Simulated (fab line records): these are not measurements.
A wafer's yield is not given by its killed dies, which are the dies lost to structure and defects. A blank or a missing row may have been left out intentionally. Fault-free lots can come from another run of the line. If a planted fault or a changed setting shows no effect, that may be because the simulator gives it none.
Matching of chambers + flow nandHarc + NHARC_P_M2_CMP_23 on cmp-04 has 4 sister chambers
The step polishes, t overpolish 20 s, target thk 144.3 nm. 4 wafers are shown with their chamber, then 11 later ones without.

## WAFERS, EACH WITH ITS CHAMBER
| wafer  | chamber | motorCurrentA (A) |
|--------|---------|-------------------|
| L088.5 | 2       | 13.1              |
| L088.3 | 0       | 11.9              |
| L088.6 | 3       | 11.6              |
| L091.1 | 1       | 10.4              |

## WAFERS WHOSE CHAMBER IS MISSING
| wafer  | motorCurrentA (A) |
|--------|-------------------|
| L091.4 | 12.1              |
| L091.6 | 11.8              |
| L092.3 | 9.7               |
| L092.4 | 12.7              |
| L092.5 | 9.9               |
| L094.4 | 9.5               |
| L094.5 | 10.0              |
| L094.6 | 12.7              |
| L095.2 | 9.9               |
| L095.4 | 12.4              |
| L095.5 | 13.0              |

## CHAMBER TAKEN BY EACH
| wafer  | from the rows above          | in truth |
|--------|------------------------------|----------|
| L091.4 | can't be placed: 0 or 3 or 2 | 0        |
| L091.6 | can't be placed: 0 or 3      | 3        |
| L092.3 | 1                            | 1        |
| L092.4 | can't be placed: 2 or 0 or 3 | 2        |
| L092.5 | 1                            | 1        |
| L094.4 | 1                            | 1        |
| L094.5 | 1                            | 1        |
| L094.6 | can't be placed: 2 or 0 or 3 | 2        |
| L095.2 | 1                            | 1        |
| L095.4 | can't be placed: 0 or 2 or 3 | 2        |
| L095.5 | 2                            | 2        |
Correctly placed: 6 of 11. Not placeable from these rows: 5 (in 5, the candidates include the true chamber). 0 placed wrongly.
How it was worked out, from the rows above alone: a wafer's distance from a chamber is the root of the sum, over the readings, of the square of ((its reading less the chamber's mean) divided by the reading's scatter). If the next closest chamber is less than 2 further off than the closest, the wafer can't be placed; otherwise it belongs to the closest. A chamber's mean is the mean of its shown wafers. The scatter: root of mean squared gap, hidden wafer to nearest shown wafer, with one shown wafer a chamber.
